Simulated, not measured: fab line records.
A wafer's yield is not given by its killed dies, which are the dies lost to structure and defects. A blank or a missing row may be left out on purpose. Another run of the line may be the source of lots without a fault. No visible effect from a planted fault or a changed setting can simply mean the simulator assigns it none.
Chamber matching :: flow n5Finfet :: 3 sister chambers for N5_BEOL_M12_DEP_53 on pecvd-04
The step deposits SiCN from 3MS/NH3, target thk 30 nm, time 10.5 s. 3 wafers are shown with their chamber, then 8 later ones without.

== WAFERS, EACH WITH ITS CHAMBER ==
wafer: L088.1
chamber: 2
showerheadPlenumPTorr (Torr): 4.158

wafer: L088.5
chamber: 1
showerheadPlenumPTorr (Torr): 4.215

wafer: L090.1
chamber: 0
showerheadPlenumPTorr (Torr): 4.151

== WAFERS WHOSE CHAMBER IS MISSING ==
wafer: L090.4
showerheadPlenumPTorr (Torr): 4.209

wafer: L090.5
showerheadPlenumPTorr (Torr): 4.151

wafer: L094.1
showerheadPlenumPTorr (Torr): 4.147

wafer: L094.2
showerheadPlenumPTorr (Torr): 4.218

wafer: L094.4
showerheadPlenumPTorr (Torr): 4.217

wafer: L096.1
showerheadPlenumPTorr (Torr): 4.212

wafer: L096.2
showerheadPlenumPTorr (Torr): 4.157

wafer: L096.3
showerheadPlenumPTorr (Torr): 4.149

== EACH ONE'S CHAMBER ==
wafer: L090.4
from the rows above: 1
in truth: 1

wafer: L090.5
from the rows above: 0
in truth: 0

wafer: L094.1
from the rows above: 0
in truth: 0

wafer: L094.2
from the rows above: 1
in truth: 1

wafer: L094.4
from the rows above: 1
in truth: 1

wafer: L096.1
from the rows above: 1
in truth: 1

wafer: L096.2
from the rows above: can't be placed: 2 or 0
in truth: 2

wafer: L096.3
from the rows above: 0
in truth: 0
Correctly placed: 7 of 8. Not placeable from these rows: 1 (in 1, the candidates include the true chamber). 0 placed wrongly.
How it was worked out, from the rows above alone: a wafer's distance from a chamber is the root of the sum, over the readings, of the square of ((its reading less the chamber's mean) divided by the reading's scatter). The wafer belongs to the nearest chamber; if the next one is less than 2 further off, it can't be placed. The mean given for a chamber averages the wafers shown for that chamber. The scatter: with one shown wafer a chamber, the root of the mean of the squares of how far each hidden wafer lies from its nearest shown one.
